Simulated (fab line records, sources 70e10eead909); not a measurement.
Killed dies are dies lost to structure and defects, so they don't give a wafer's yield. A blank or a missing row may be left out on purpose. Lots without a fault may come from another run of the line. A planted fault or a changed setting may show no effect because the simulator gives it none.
Chamber matching | flow nand_harc | NHARC_THIN_TSV_CMP_01 on cmp-04: 4 sister chambers
The step polishes. 4 wafers are shown with their chamber, then 7 later ones without.

WAFERS WITH THEIR CHAMBER
wafer  | chamber | motor_current_A (A)
L979.6 | 3       | 13.3
L982.3 | 0       | 11.8
L984.2 | 2       | 9.6
L984.3 | 1       | 13.4

WAFERS WITHOUT THEIR CHAMBER
wafer  | motor_current_A (A)
L984.4 | 12.2
L985.1 | 13.7
L985.4 | 12.9
L985.6 | 10.2
L996.1 | 12.6
L996.3 | 10.1
L996.6 | 13.1

WHICH CHAMBER EACH WENT THROUGH
wafer  | from the rows above          | in truth
L984.4 | can't be placed: 0 or 3 or 1 | 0
L985.1 | can't be placed: 1 or 3      | 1
L985.4 | can't be placed: 3 or 1 or 0 | 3
L985.6 | 2                            | 2
L996.1 | can't be placed: 3 or 0 or 1 | 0
L996.3 | 2                            | 2
L996.6 | can't be placed: 3 or 1      | 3
Placed correctly: 2 of 7. Can't be placed from these rows: 5 (the true chamber is among the candidates in 5). Placed wrongly: 0.
How it was worked out, from the rows above alone: a wafer's distance from a chamber is the root of the sum, over the readings, of the square of ((its reading less the chamber's mean) divided by the reading's scatter). The wafer belongs to the nearest chamber; if the next one is less than 2 further off, it can't be placed. A chamber's mean is the mean of its shown wafers. The scatter: with one shown wafer a chamber, the root of the mean of the squares of how far each hidden wafer lies from its nearest shown one.
